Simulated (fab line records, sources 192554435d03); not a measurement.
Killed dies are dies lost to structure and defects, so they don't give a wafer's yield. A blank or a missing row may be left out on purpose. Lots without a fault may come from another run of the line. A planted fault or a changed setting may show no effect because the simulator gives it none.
fab line records | flow n5_finfet | part 1 of 2: steps 1 to 19 of 28
record lots=5 wafers=15 last_day=17
route steps=1938 shown BEOL_M15@1795
lots that met no fault: from a run of the same line without faults
start_h: hours from the record's first day to the start of the lot's first wafer shown | wait_h: hours since the lot's step before | " the same as in the row above | L1.1+2: a row that stands for several wafers | - no value, or no start given | * or withheld: withheld | < > ~ a bound
route shown NAME@n: a module of which the file shows steps, and the number in the route of the first | usual: mean/standard deviation of fault-free wafers | same: alike in all rows | chamber/n: place in a boat | sites: the reading at each site | _std_site: their standard deviation | _edge_site: outer sites' mean less inner sites' | radius_mm: how far each site lies from the wafer's centre | mask NAME#n: copy n | behind: the tool/chamber that last shaped the wafer | hold: why the lot was held/for how many hours/how that ended | device: the transistor (n, p or np) that didn't switch | end of line: the same wafers' tests at the end of the route | a step without rows: its recipe alone | killed: dies lost to structure and defects at the first sort, not the wafer's yield | map: a wafer's dies, x killed, . not, _ none there
set.NAME: the setting as run; set.NAME@STEP: as run at that earlier step | model.NAME: the simulator's own value behind a step, which no gauge read
lots at some steps of the route; a table a step, a row a wafer
services: from which hour (start_h, from the record's first day; less than 0 if before it) a tool's chamber was out of use, for how many hours, and why
## steps
# step N5_BEOL_M15_ETCH_57
# recipe chemistry=N2/H2 target=SOC source_w=3000 bias_w=350 time_s=750 ion_energy_ev=200 pressure_mtorr=30 n2_flow_sccm=200 h2_flow_sccm=200
# usual drypump_motor_current_A=5.5/0.41 h2_flow_sccm=200.0/0.59 oes_product_au=0.77/0.064 rf_vpp_V=523.7/2.8 showerhead_plenum_p_Torr=2.53/0.11 throttle_valve_pct=17.69/0.23
# columns lot.wafer tool chamber start_h wait_h drypump_motor_current_A h2_flow_sccm oes_product_au rf_hours_counter_h rf_vpp_V showerhead_plenum_p_Torr throttle_valve_pct
L087.2 rie_diel-05 2 330.11 - 5.1 201.0 0.79 111 527.5 2.68 17.74
L087.3 " 1 " " 5.8 201.2 0.82 86 524.2 2.59 18.07
L087.6 " 2 " " 5.1 200.7 0.80 - 528.5 2.68 17.74
L090.1 rie_diel-06 2 349.67 - 5.4 200.3 0.77 144 525.4 2.65 17.72
L090.2 " 3 " " 5.9 200.5 0.75 187 519.0 2.31 17.44
L090.3 " 0 " " 5.7 199.6 0.85 68 524.9 2.58 17.53
L092.1 rie_diel-06 2 352.88 - 5.4 199.9 0.76 145 525.6 2.65 17.72
L092.3 " 3 " " 5.9 201.5 0.75 188 517.1 2.31 17.46
L092.6 " 2 " " 5.4 200.1 0.77 - 525.3 2.65 17.72
L093.2 rie_diel-05 2 363.86 - 5.1 199.3 0.77 121 526.8 2.68 17.75
L093.3 " 0 " " 6.1 200.1 0.77 126 524.9 2.56 17.74
L093.4 " 0 " " 6.0 200.7 0.77 - 524.6 2.56 17.76
L096.1 rie_diel-06 0 382.97 - 5.6 199.6 0.84 78 524.2 2.57 17.56
L096.3 " 1 " " 4.7 200.3 0.87 35 521.9 2.47 17.35
L096.5 " 1 " " 4.7 200.1 0.87 - 522.1 2.47 17.37
# step N5_BEOL_M15_COAT_60
# recipe resist=BARC temp_c=205 time_s=60 spin_rpm=1500 resist_thk_nm=89
# columns lot.wafer tool chamber start_h wait_h
L087.2+3+6 litho_track-03 0 330.61 0.3
L090.1+2+3 litho_track-04 0 350.17 0.3
L092.1+3+6 litho_track-03 0 353.38 0.3
L093.2+3+4 litho_track-04 0 364.36 0.3
L096.1+3+5 litho_track-04 0 383.48 0.3
# step N5_BEOL_M15_COAT_22
# recipe spin_rpm=1704 resist_thk_nm=800
# columns lot.wafer tool chamber start_h wait_h
L087.2+3+6 litho_track-03 0 - -
L090.1+2+3 litho_track-04 0 - -
L092.1+3+6 litho_track-03 0 - -
L093.2+3+4 litho_track-04 0 - -
L096.1+3+5 litho_track-04 0 - -
# step N5_BEOL_M15_EBR_24
# recipe solvent=PGMEA ebr_width_mm=1.5
# same ebr_width_mm=1.5
# columns lot.wafer tool chamber start_h wait_h
L087.2+3+6 litho_track-03 0 - -
L090.1+2+3 litho_track-04 0 - -
L092.1+3+6 litho_track-03 0 - -
L093.2+3+4 litho_track-04 0 - -
L096.1+3+5 litho_track-04 0 - -
# step N5_BEOL_M15_SOFTBAKE_23
# recipe temp_c=130 time_s=60
# columns lot.wafer tool chamber start_h wait_h
L087.2+3+6 litho_track-03 0 - -
L090.1+2+3 litho_track-04 0 - -
L092.1+3+6 litho_track-03 0 - -
L093.2+3+4 litho_track-04 0 - -
L096.1+3+5 litho_track-04 0 - -
# step N5_BEOL_M15_EXPOSE_25
# recipe mask_id=M15 na=0.8 source_shape=annular sigma_inner=0.5 sigma_outer=0.8 polarization=unpolarized target_cd_nm=400 dose_mj=35.5
# usual exposure_dose_mJ_cm2=35.48/0.035
# same sigma_outer=0.8
# columns lot.wafer tool chamber start_h wait_h mask exposure_dose_mJ_cm2
L087.2 krf_scanner-01 0 330.84 - M15#0 35.44
L087.3 " 0 " " M15#0 35.46
L087.6 " 0 " " M15#0 35.50
L090.1 krf_scanner-02 0 350.27 - M15#0 35.48
L090.2 " 0 " " M15#0 35.46
L090.3 " 0 " " M15#0 35.47
L092.1 krf_scanner-01 0 353.48 - M15#0 35.40
L092.3 " 0 " " M15#0 35.39
L092.6 " 0 " " M15#0 35.42
L093.2 krf_scanner-02 0 364.60 - M15#0 35.43
L093.3 " 0 " " M15#0 35.51
L093.4 " 0 " " M15#0 35.47
L096.1 krf_scanner-02 0 383.58 - M15#0 35.49
L096.3 " 0 " " M15#0 35.51
L096.5 " 0 " " M15#0 35.48
# step N5_BEOL_M15_PEB_26
# recipe peb_temp_c=130 peb_time_s=90
# columns lot.wafer tool chamber start_h wait_h
L087.2+3+6 litho_track-01 0 330.90 0.0
L090.1+2+3 litho_track-01 0 350.32 0.1
L092.1+3+6 litho_track-01 0 353.54 0.1
L093.2+3+4 litho_track-04 0 364.65 0.0
L096.1+3+5 litho_track-04 0 383.63 0.1
# step N5_BEOL_M15_DEVELOP_27
# recipe develop_time_s=45 rinse_liquid=diw dry=air_spin dev_temp_c=21
# columns lot.wafer tool chamber start_h wait_h
L087.2+3+6 litho_track-01 0 - -
L090.1+2+3 litho_track-01 0 - -
L092.1+3+6 litho_track-01 0 - -
L093.2+3+4 litho_track-04 0 - -
L096.1+3+5 litho_track-04 0 - -
# step N5_BEOL_M15_HARDBAKE_32
# recipe temp_c=130 time_s=120
# columns lot.wafer tool chamber start_h wait_h
L087.2+3+6 litho_track-01 0 - -
L090.1+2+3 litho_track-01 0 - -
L092.1+3+6 litho_track-01 0 - -
L093.2+3+4 litho_track-04 0 - -
L096.1+3+5 litho_track-04 0 - -
# step N5_BEOL_M15_CD_MEAS_28
# recipe target_cd_nm=407.6 landing_energy_ev=500 detector=se_inlens
# usual cd_nm=406.5/2
# columns lot.wafer tool chamber start_h wait_h cd_nm
L087.2 cd_sem-01 0 331.01 - 404.8
L087.3 " 0 " " 406.2
L087.6 " 0 " " 405.8
L090.1 cd_sem-03 0 350.44 - 406.1
L090.2 " 0 " " 406.7
L090.3 " 0 " " 409.3
L092.1 cd_sem-01 0 353.66 - 404.1
L092.3 " 0 " " 408.8
L092.6 " 0 " " 405.8
L093.2 cd_sem-02 0 364.77 - 405.0
L093.3 " 0 " " 405.6
L093.4 " 0 " " 405.6
L096.1 cd_sem-02 0 383.75 - 408.9
L096.3 " 0 " " 404.2
L096.5 " 0 " " 408.5
# step N5_BEOL_M15_OVL_MEAS_29
# recipe points_per_wafer=44
# usual M15_OVL=2/5.3
# columns lot.wafer tool chamber start_h wait_h M15_OVL[nm]
L087.2 overlay-02 0 331.04 0.0 4
L087.3 " 0 " " 3
L087.6 " 0 " " 1
L090.1 overlay-02 0 350.47 0.0 -7
L090.2 " 0 " " -2
L090.3 " 0 " " -3
L092.1 overlay-02 0 353.69 0.0 1
L092.3 " 0 " " 7
L092.6 " 0 " " 7
L093.2 overlay-02 0 364.80 0.0 -2
L093.3 " 0 " " -1
L093.4 " 0 " " 3
L096.1 overlay-02 0 383.78 0.0 4
L096.3 " 0 " " 5
L096.5 " 0 " " 5
# step N5_BEOL_M15_INSPECT_30
# recipe mode=adi inspect_instrument=macro
# usual raw_defect_count=2.2/1.6
# columns lot.wafer tool chamber start_h wait_h raw_defect_count
L087.2 defect_inspect-01 - 331.07 0.0 2
L087.3 " - " " 1
L087.6 " - " " 3
L090.1 defect_inspect-02 - 350.49 0.0 0
L090.2 " - " " 2
L090.3 " - " " 0
L092.1 defect_inspect-01 - 353.71 0.0 6
L092.3 " - " " 3
L092.6 " - " " 3
L093.2 defect_inspect-01 - 364.82 0.0 4
L093.3 " - " " 3
L093.4 " - " " 2
L096.1 defect_inspect-02 - 383.80 0.0 4
L096.3 " - " " 2
L096.5 " - " " 3
# step N5_BEOL_M15_DESCUM_33
# recipe chemistry=O2 time_s=7.9 source_power_w=50 bias_power_w=20 pressure_mtorr=20 rf_frequency_hz=2.712e+07 temp_c=40 o2_flow_sccm=225
# usual drypump_motor_current_A=5.5/0.41 oes_product_au=0.78/0.064 rf_vpp_V=243.0/1.5 showerhead_plenum_p_Torr=2.08/0.09 temp_c=40.02/0.1 throttle_valve_pct=20.34/0.2
# columns lot.wafer tool chamber start_h wait_h drypump_motor_current_A oes_product_au rf_hours_counter_h rf_vpp_V showerhead_plenum_p_Torr temp_c throttle_valve_pct
L087.2 rie_diel-02 1 331.10 0.0 6.0 0.74 192 242.5 1.97 39.77 20.04
L087.3 " 2 " " 5.9 0.68 245 243.4 2.04 40.13 20.57
L087.6 " 3 " " 5.5 0.70 - 244.2 2.15 40.02 20.40
L090.1 rie_diel-06 3 350.58 0.1 5.9 0.75 188 241.1 1.91 39.93 20.14
L090.2 " 0 " " 5.6 0.85 69 243.1 2.10 39.95 20.14
L090.3 " 2 " " 5.4 0.77 145 243.8 2.21 40.12 20.54
L092.1 rie_diel-02 3 354.35 0.6 5.5 0.70 202 243.7 2.15 39.96 20.41
L092.3 " 0 " " 5.0 0.71 224 241.8 2.08 40.07 20.58
L092.6 " 0 " " 5.0 0.71 - 244.3 2.08 40.04 20.56
L093.2 rie_diel-06 2 365.32 0.5 5.4 0.76 150 243.7 2.21 39.88 20.53
L093.3 " 1 " " 4.7 0.88 30 242.1 2.05 40.09 20.14
L093.4 " 0 " " 5.7 0.83 74 242.8 2.10 40.03 20.13
L096.1 rie_diel-06 1 383.84 0.0 4.7 0.86 35 241.5 2.05 39.97 20.16
L096.3 " 2 " " 5.4 0.75 156 244.9 2.21 39.83 20.54
L096.5 " 3 " " 5.9 0.74 - 240.8 1.91 39.92 20.17
# step N5_BEOL_M15_ETCH_61
# recipe chemistry=N2/H2 target=BARC target_depth_a=890 overetch_a=267 time_s=67.9 ion_energy_ev=200 pressure_mtorr=30 source_w=840 bias_w=150 n2_flow_sccm=200 h2_flow_sccm=200
# usual drypump_motor_current_A=5.6/0.41 h2_flow_sccm=199.9/0.63 oes_product_au=0.67/0.055 rf_vpp_V=523.7/2.9 showerhead_plenum_p_Torr=2.53/0.11 throttle_valve_pct=17.79/0.23
# columns lot.wafer tool chamber start_h wait_h drypump_motor_current_A h2_flow_sccm oes_product_au rf_hours_counter_h rf_vpp_V showerhead_plenum_p_Torr throttle_valve_pct
L087.2 rie_diel-02 1 331.13 0.0 6.0 199.7 0.63 192 521.8 2.40 17.59
L087.3 " 2 " " 5.9 199.5 0.60 245 523.0 2.49 18.05
L087.6 " 3 " " 5.5 200.0 0.61 - 525.8 2.64 18.16
L090.1 rie_diel-06 3 350.62 0.0 5.9 200.3 0.64 188 518.2 2.31 17.55
L090.2 " 0 " " 5.6 199.3 0.72 69 523.7 2.58 17.65
L090.3 " 2 " " 5.4 199.8 0.64 145 526.5 2.65 17.84
L092.1 rie_diel-02 3 354.39 0.0 5.5 200.2 0.61 202 526.2 2.64 18.18
L092.3 " 0 " " 5.0 200.2 0.60 224 523.2 2.49 17.80
L092.6 " 0 " " 5.0 200.8 0.60 - 522.0 2.49 17.80
L093.2 rie_diel-06 2 365.35 0.0 5.4 199.9 0.65 150 526.8 2.65 17.83
L093.3 " 1 " " 4.7 200.6 0.75 30 523.0 2.47 17.44
L093.4 " 0 " " 5.6 199.3 0.72 74 526.3 2.58 17.65
L096.1 rie_diel-06 1 383.87 0.0 4.7 199.8 0.75 35 522.6 2.47 17.48
L096.3 " 2 " " 5.4 200.5 0.64 156 525.9 2.64 17.84
L096.5 " 3 " " 5.9 198.4 0.63 - 518.0 2.31 17.56
# step N5_BEOL_M15_TRENCH_ETCH_34
# recipe chemistry=C4F8/O2/Ar target=SiO2 target_depth_a=8729.3 he_inner_torr=15 he_outer_torr=30 time_s=199 ion_energy_ev=800 pressure_mtorr=20 source_w=1905 bias_w=2040 Ar_flow_sccm=400 C4F8_flow_sccm=16 O2_flow_sccm=12
# usual drypump_motor_current_A=5.6/0.41 oes_ar_750_au=0.78/0.062 oes_product_au=0.78/0.065 rf_vpp_V=2186/59 showerhead_plenum_p_Torr=3.43/0.12 throttle_valve_pct=30.82/0.21
# columns lot.wafer tool chamber start_h wait_h drypump_motor_current_A oes_ar_750_au oes_product_au rf_hours_counter_h rf_vpp_V showerhead_plenum_p_Torr throttle_valve_pct
L087.2 rie_diel-02 1 331.19 0.0 6.1 0.74 0.73 192 2120 3.31 30.71
L087.3 " 2 " " 5.9 0.69 0.67 245 2139 3.36 30.97
L087.6 " 3 " " 5.5 0.72 0.70 - 2161 3.54 30.86
L090.1 rie_diel-06 3 350.67 0.0 5.9 0.75 0.75 188 2121 3.17 30.70
L090.2 " 0 " " 5.7 0.85 0.84 69 2246 3.48 30.80
L090.3 " 2 " " 5.4 0.78 0.78 145 2178 3.57 30.75
L092.1 rie_diel-02 3 354.44 0.0 5.5 0.70 0.70 202 2160 3.54 30.88
L092.3 " 0 " " 5.0 0.71 0.70 224 2280 3.42 31.07
L092.6 " 0 " " 5.0 0.71 0.69 - 2281 3.42 31.05
L093.2 rie_diel-06 2 365.41 0.0 5.4 0.77 0.76 150 2178 3.57 30.75
L093.3 " 1 " " 4.7 0.88 0.87 30 2111 3.37 30.53
L093.4 " 0 " " 5.7 0.84 0.83 74 2246 3.48 30.78
L096.1 rie_diel-06 1 383.92 0.0 4.7 0.88 0.87 35 2111 3.36 30.52
L096.3 " 2 " " 5.4 0.77 0.76 156 2177 3.56 30.75
L096.5 " 3 " " 5.9 0.74 0.74 - 2122 3.17 30.72
# step N5_BEOL_M15_STRIP_36
# recipe chemistry=O2 power_w=600 temp_c=60 pressure_mtorr=30 rf_frequency_hz=6e+07 bias_power_w=0 overash_fraction=0.3 o2_flow_sccm=225
# usual drypump_motor_current_A=5.5/0.41 oes_product_au=0.79/0.057 rf_vpp_V=3.6/0.94 showerhead_plenum_p_Torr=2.10/0.087 temp_c=59.98/0.13 throttle_valve_pct=16.60/0.16
# columns lot.wafer tool chamber start_h wait_h drypump_motor_current_A oes_product_au rf_hours_counter_h rf_vpp_V showerhead_plenum_p_Torr temp_c throttle_valve_pct
L087.2 rie_diel-02 3 339.32 7.9 5.5 0.71 196 3.4 2.16 60.25 16.69
L087.3 " 2 " " 5.9 0.68 248 3.8 2.04 59.70 16.85
L087.6 " 2 " " 5.9 0.68 - 4.5 2.04 59.94 16.81
L090.1 rie_diel-05 2 352.38 1.5 5.1 0.78 117 2.7 2.20 60.05 16.57
L090.2 " 3 " " 5.1 0.77 98 3.5 2.12 60.04 16.65
L090.3 " 1 " " 5.8 0.83 92 3.4 2.13 59.98 16.78
L092.1 rie_diel-02 3 354.72 0.1 5.5 0.69 203 4.0 2.16 59.95 16.70
L092.3 " 1 " " 6.0 0.75 200 3.6 1.98 59.89 16.40
L092.6 " 3 " " 5.5 0.70 - 2.9 2.15 59.85 16.75
L093.2 rie_diel-06 2 366.43 0.8 5.4 0.77 151 3.0 2.21 60.07 16.79
L093.3 " 0 " " 5.7 0.84 74 3.6 2.10 60.13 16.40
L093.4 " 1 " " 4.7 0.89 30 2.3 2.05 60.13 16.44
L096.1 rie_diel-06 0 386.88 2.8 5.6 0.84 79 2.3 2.10 59.99 16.41
L096.3 " 2 " " 5.4 0.75 157 5.0 2.21 59.93 16.79
L096.5 " 2 " " 5.4 0.75 - 3.5 2.21 59.83 16.81
# step N5_BEOL_M15_STRIP_62
# recipe chemistry=O2 power_w=600 temp_c=60 pressure_mtorr=30 rf_frequency_hz=6e+07 bias_power_w=0 overash_fraction=0.3 o2_flow_sccm=225
# usual drypump_motor_current_A=5.5/0.41 oes_product_au=0.79/0.058 rf_vpp_V=3.6/0.45 showerhead_plenum_p_Torr=2.10/0.087 temp_c=60.01/0.11 throttle_valve_pct=16.60/0.16
# columns lot.wafer tool chamber start_h wait_h drypump_motor_current_A oes_product_au rf_hours_counter_h rf_vpp_V showerhead_plenum_p_Torr temp_c throttle_valve_pct
L087.2 rie_diel-02 3 - - 5.5 0.71 196 4.6 2.16 60.14 16.71
L087.3 " 2 " " 5.9 0.68 248 4.0 2.05 60.10 16.83
L087.6 " 2 " " 5.9 0.68 - 2.8 2.04 60.01 16.83
L090.1 rie_diel-05 2 - - 5.1 0.78 117 3.7 2.20 59.93 16.60
L090.2 " 3 " " 5.2 0.78 98 4.3 2.12 59.99 16.67
L090.3 " 1 " " 5.9 0.81 92 3.6 2.13 60.12 16.78
L092.1 rie_diel-02 3 - - 5.4 0.70 203 3.7 2.15 59.87 16.72
L092.3 " 1 " " 6.0 0.74 200 3.3 1.98 60.12 16.41
L092.6 " 3 " " 5.4 0.69 - 2.8 2.15 59.93 16.73
L093.2 rie_diel-06 2 - - 5.4 0.77 151 3.7 2.21 59.90 16.77
L093.3 " 0 " " 5.6 0.84 74 3.0 2.10 60.06 16.38
L093.4 " 1 " " 4.7 0.88 30 3.7 2.05 60.16 16.42
L096.1 rie_diel-06 0 - - 5.7 0.83 79 3.1 2.10 59.86 16.39
L096.3 " 2 " " 5.4 0.75 157 5.0 2.21 60.06 16.78
L096.5 " 2 " " 5.4 0.76 - 2.8 2.21 60.00 16.79
# step N5_BEOL_M15_STRIP_37
# recipe chemistry=O2 power_w=600 temp_c=60 pressure_mtorr=30 rf_frequency_hz=6e+07 bias_power_w=0 overash_fraction=0.3 o2_flow_sccm=225
# usual drypump_motor_current_A=5.5/0.41 oes_product_au=0.79/0.058 rf_vpp_V=3.6/0.57 showerhead_plenum_p_Torr=2.10/0.087 temp_c=59.99/0.12 throttle_valve_pct=16.60/0.16
# columns lot.wafer tool chamber start_h wait_h drypump_motor_current_A oes_product_au rf_hours_counter_h rf_vpp_V showerhead_plenum_p_Torr temp_c throttle_valve_pct
L087.2 rie_diel-02 3 - - 5.5 0.71 196 3.7 2.16 59.96 16.71
L087.3 " 2 " " 5.9 0.68 248 4.0 2.04 60.18 16.83
L087.6 " 2 " " 5.9 0.68 - 3.3 2.04 59.95 16.82
L090.1 rie_diel-05 2 - - 5.1 0.77 117 3.7 2.20 60.08 16.60
L090.2 " 3 " " 5.2 0.78 98 3.4 2.12 59.96 16.69
L090.3 " 1 " " 5.8 0.82 92 4.1 2.13 59.90 16.77
L092.1 rie_diel-02 3 - - 5.4 0.71 203 3.9 2.15 59.91 16.71
L092.3 " 1 " " 6.0 0.73 200 3.0 1.98 59.93 16.40
L092.6 " 3 " " 5.5 0.70 - 4.3 2.15 59.80 16.72
L093.2 rie_diel-06 2 - - 5.4 0.77 151 2.7 2.21 60.15 16.79
L093.3 " 0 " " 5.7 0.85 74 3.5 2.10 59.84 16.39
L093.4 " 1 " " 4.7 0.87 30 3.2 2.05 59.92 16.44
L096.1 rie_diel-06 0 - - 5.6 0.84 79 4.9 2.10 60.06 16.39
L096.3 " 2 " " 5.4 0.76 157 3.4 2.21 59.87 16.80
L096.5 " 2 " " 5.4 0.76 - 3.3 2.21 59.89 16.80
# step N5_BEOL_M15_ETCH_38
# recipe chemistry=CF4/N2 target=SiCN target_depth_a=1064 taper_deg=2 time_s=120.5 ion_energy_ev=150 mask_material=SiO2 pressure_mtorr=40 source_w=430 bias_w=70 Ar_flow_sccm=100 cf4_flow_sccm=60 n2_flow_sccm=60
# usual drypump_motor_current_A=5.5/0.41 oes_product_au=0.79/0.058 rf_vpp_V=382.4/2.1 showerhead_plenum_p_Torr=2.21/0.08 throttle_valve_pct=15.36/0.12
# columns lot.wafer tool chamber start_h wait_h drypump_motor_current_A oes_product_au rf_hours_counter_h rf_vpp_V showerhead_plenum_p_Torr throttle_valve_pct
L087.2 rie_diel-02 3 - - 5.5 0.71 196 384.5 2.27 15.54
L087.3 " 2 " " 5.9 0.67 248 381.3 2.15 15.59
L087.6 " 2 " " 5.9 0.68 - 380.9 2.15 15.59
L090.1 rie_diel-05 2 - - 5.1 0.80 117 384.6 2.30 15.28
L090.2 " 3 " " 5.2 0.77 98 382.0 2.23 15.38
L090.3 " 1 " " 5.8 0.81 92 382.3 2.24 15.49
L092.1 rie_diel-02 3 - - 5.5 0.69 203 384.6 2.27 15.54
L092.3 " 1 " " 6.0 0.74 200 380.5 2.10 15.30
L092.6 " 3 " " 5.5 0.69 - 385.9 2.27 15.54
L093.2 rie_diel-06 2 - - 5.4 0.78 151 384.1 2.29 15.41
L093.3 " 0 " " 5.6 0.83 74 382.8 2.24 15.30
L093.4 " 1 " " 4.7 0.87 30 380.6 2.16 15.17
L096.1 rie_diel-06 0 - - 5.7 0.82 79 381.7 2.24 15.31
L096.3 " 2 " " 5.4 0.78 157 384.4 2.29 15.42
L096.5 " 2 " " 5.4 0.77 - 383.2 2.29 15.41
